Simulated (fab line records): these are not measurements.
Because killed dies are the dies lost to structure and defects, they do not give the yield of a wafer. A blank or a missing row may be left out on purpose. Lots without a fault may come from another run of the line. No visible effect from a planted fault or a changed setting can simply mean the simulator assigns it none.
Matching of chambers -- flow n5 finfet -- 4 sister chambers for N5_PMOS_HMC_CHANNEL_EPI_STRIP_33 on rie diel-05
The step strips in N2/H2. 8 wafers are shown with their chamber, then 12 later ones without.

## WAFERS PAIRED WITH THEIR CHAMBERS
wafer,chamber,showerhead plenum p Torr (Torr),throttle valve pct (%)
L080.5,2,3.57,19.3
L081.3,2,3.56,19.3
L083.5,1,3.57,18.6
L084.1,0,3.30,19.4
L084.6,3,3.33,18.7
L089.1,3,3.33,18.8
L089.2,1,3.56,18.6
L089.4,0,3.30,19.4

## WAFERS MISSING THEIR CHAMBER
wafer,showerhead plenum p Torr (Torr),throttle valve pct (%)
L091.3,3.29,19.4
L091.4,3.32,18.8
L091.6,3.55,19.3
L092.4,3.32,18.7
L092.5,3.32,18.8
L092.6,3.55,19.3
L095.1,3.32,18.8
L095.2,3.55,19.3
L095.3,3.56,18.6
L096.1,3.55,19.3
L096.3,3.32,18.8
L096.4,3.56,18.6

## EACH ONE'S CHAMBER
wafer,from the rows above,in truth
L091.3,0,0
L091.4,3,3
L091.6,2,2
L092.4,3,3
L092.5,3,3
L092.6,2,2
L095.1,3,3
L095.2,2,2
L095.3,1,1
L096.1,2,2
L096.3,3,3
L096.4,1,1
Placed correctly: 12 of 12. Not placeable from these rows: 0. Wrongly placed: 0.
How it was worked out, from the rows above alone: a wafer's distance from a chamber is the root of the sum, over the readings, of the square of ((its reading less the chamber's mean) divided by the reading's scatter). If the next closest chamber is less than 2 further off than the closest, the wafer can't be placed; otherwise it belongs to the closest. Each chamber's mean is taken over the wafers shown for it. The scatter: take each reading less its chamber's mean, square it, sum over the shown wafers, divide by the number of wafers less the number of chambers, and take the root.
